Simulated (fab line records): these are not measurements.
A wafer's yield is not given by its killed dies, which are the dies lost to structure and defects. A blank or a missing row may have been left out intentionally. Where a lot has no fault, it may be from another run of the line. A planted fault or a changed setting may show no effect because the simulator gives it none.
Matching of chambers -- flow n5 finfet -- N5_BEOL_M5_PRE_CLEAN_77 on cvd co-01 has 3 sister chambers
The step time 15 s. 27 wafers are shown with their chamber, then 12 later ones without.

WAFERS, EACH WITH ITS CHAMBER
wafer,chamber,heater power w (W)
L075.1,1,76
L075.3,2,90
L075.6,0,86
L074.4,1,77
L074.5,2,89
L074.6,0,86
L078.3,0,87
L078.4,1,75
L078.5,0,85
L079.1,2,88
L079.4,2,90
L079.5,0,86
L081.2,0,86
L081.3,1,76
L081.6,0,84
L083.1,0,86
L083.3,1,76
L083.4,0,86
L084.1,2,88
L084.3,0,86
L084.6,0,88
L086.3,2,87
L086.5,0,87
L086.6,1,78
L087.1,1,78
L087.3,0,84
L087.5,2,89

SIGNATURES (means of the wafers above)
reading,chamber 0,chamber 1,chamber 2,scatter within a chamber
heater power w,85.92,76.57,88.71,1.12
Rule: for each reading, subtract the chamber's mean from the wafer's reading, divide by that reading's scatter and square the result; add these up over the readings and take the root, which gives the wafer's distance from the chamber. The wafer belongs to the nearest chamber; if the next one is less than 2 further off, it can't be placed. The scatter: the root of (the sum of the squares of (reading less its chamber's mean) over the shown wafers, divided by (wafers less chambers)).

WAFERS MISSING THEIR CHAMBER
wafer,heater power w (W)
L090.1,89
L090.3,79
L090.4,90
L091.3,78
L091.4,76
L091.5,88
L093.1,89
L093.4,88
L093.5,86
L094.1,85
L094.2,78
L094.4,87

WHICH CHAMBER EACH WENT THROUGH
wafer,from the rows above,in truth
L090.1,2,2
L090.3,1,1
L090.4,2,2
L091.3,1,1
L091.4,1,1
L091.5,can't be placed: 2 or 0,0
L093.1,2,2
L093.4,can't be placed: 2 or 0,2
L093.5,0,0
L094.1,0,0
L094.2,1,1
L094.4,can't be placed: 0 or 2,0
Correctly placed: 9 of 12. Not placeable from these rows: 3 (in 3, the candidates include the true chamber). 0 placed wrongly.
